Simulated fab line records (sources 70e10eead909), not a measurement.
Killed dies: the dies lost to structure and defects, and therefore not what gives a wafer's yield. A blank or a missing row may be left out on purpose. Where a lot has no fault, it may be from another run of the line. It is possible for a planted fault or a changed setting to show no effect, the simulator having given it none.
Chamber matching -- flow nand-harc -- rie-diel-05 running NHARC_P_M0_STRIP_18: 4 sister chambers
The step strips in N2/H2. 20 wafers are shown with their chamber, then 10 later ones without.

EACH WAFER AND ITS CHAMBER
wafer,chamber,drypump-motor-current-A (A),showerhead-plenum-p-Torr (Torr),oes-product-au (a.u.)
L075.1,2,5.1,1.92,0.981
L075.2,0,6.0,1.89,1.001
L075.5,1,6.2,1.88,0.999
L079.3,3,5.4,2.01,0.986
L079.5,2,5.1,1.92,0.976
L079.6,1,6.2,1.88,0.990
L078.2,2,5.1,1.92,0.981
L078.4,0,6.0,1.89,1.013
L078.6,2,5.1,1.92,0.981
L080.1,0,6.0,1.89,0.994
L080.3,2,5.1,1.92,0.973
L080.6,2,5.1,1.92,0.981
L088.4,3,5.4,2.00,1.006
L088.5,1,6.2,1.88,1.015
L088.6,0,6.0,1.89,0.986
L090.2,0,6.0,1.88,0.977
L090.3,2,5.2,1.91,0.979
L090.4,3,5.4,2.00,1.002
L091.3,3,5.4,2.00,1.004
L091.5,1,6.2,1.88,1.017

SIGNATURES (averages over the wafers above)
reading,chamber 0,chamber 1,chamber 2,chamber 3,scatter within a chamber
drypump-motor-current-A,6.000,6.200,5.114,5.400,0.0231
showerhead-plenum-p-Torr,1.8880,1.8800,1.9186,2.0025,0.00388
oes-product-au,0.99420,1.00525,0.97886,0.99950,0.00994
Rule: distance of a wafer from a chamber = root of the sum over the readings of ((wafer's reading minus chamber's mean) / reading's scatter) squared. The wafer belongs to the nearest chamber; if the next one is less than 2 further off, it can't be placed. The scatter: take each reading less its chamber's mean, square it, sum over the shown wafers, divide by the number of wafers less the number of chambers, and take the root.

WAFERS MISSING THEIR CHAMBER
wafer,drypump-motor-current-A (A),showerhead-plenum-p-Torr (Torr),oes-product-au (a.u.)
L091.6,6.0,1.88,0.990
L093.1,5.4,2.00,1.014
L093.3,6.0,1.88,0.988
L093.6,5.1,1.91,0.987
L094.2,5.4,2.00,1.003
L094.4,5.2,1.91,0.981
L094.6,6.0,1.88,0.984
L095.2,5.1,1.91,0.989
L095.3,6.0,1.88,0.991
L095.5,6.2,1.87,1.021

EACH ONE'S CHAMBER
wafer,from the rows above,in truth
L091.6,0,0
L093.1,3,3
L093.3,0,0
L093.6,2,2
L094.2,3,3
L094.4,2,2
L094.6,0,0
L095.2,2,2
L095.3,0,0
L095.5,1,1
Placed correctly: 10 of 10. From these rows, 0 cannot be placed. Placed wrongly: 0.
